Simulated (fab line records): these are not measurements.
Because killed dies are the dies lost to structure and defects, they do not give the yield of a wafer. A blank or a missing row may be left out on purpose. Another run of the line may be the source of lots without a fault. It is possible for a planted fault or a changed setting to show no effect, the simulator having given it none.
Matching of chambers    flow nand harc    NHARC_A_WL_FILL_ALD_10 on ald hk-04: 4 sister chambers
The step deposits SiO2, target thk 50 nm, pulse time 10 s, ald cycles 500. 4 wafers are shown with their chamber, then 12 later ones without.

== WAFERS, EACH WITH ITS CHAMBER ==
wafer   chamber  heater power w (W)
L090.3  0        450
L090.2  1        438
L090.6  2        447
L090.5  3        536

== WAFERS WITH NO CHAMBER GIVEN ==
wafer   heater power w (W)
L092.2  440
L092.5  535
L092.6  451
L093.2  535
L093.4  458
L093.6  452
L093.1  448
L093.3  441
L093.5  529
L096.4  464
L096.5  454
L096.6  529

== WHICH CHAMBER EACH ONE RAN IN ==
wafer   from the rows above           in truth
L092.2  can't be placed: 1 or 2 or 0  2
L092.5  3                             3
L092.6  can't be placed: 0 or 2       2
L093.2  3                             3
L093.4  can't be placed: 0 or 2       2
L093.6  can't be placed: 0 or 2       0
L093.1  can't be placed: 2 or 0 or 1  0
L093.3  can't be placed: 1 or 2 or 0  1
L093.5  3                             3
L096.4  can't be placed: 0 or 2       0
L096.5  can't be placed: 0 or 2       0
L096.6  3                             3
Correctly placed: 4 of 12. Cannot be placed on the basis of these rows: 8; the candidates contain the true chamber in 8. Number placed wrongly: 0.
How it was worked out, from the rows above alone: a wafer's distance from a chamber is the root of the sum, over the readings, of the square of ((its reading less the chamber's mean) divided by the reading's scatter). The wafer belongs to the nearest chamber; if the next one is less than 2 further off, it can't be placed. A chamber's mean is the mean of its shown wafers. The scatter (one wafer shown for each chamber): square how far every hidden wafer sits from the nearest shown wafer, average those squares and take the square root.
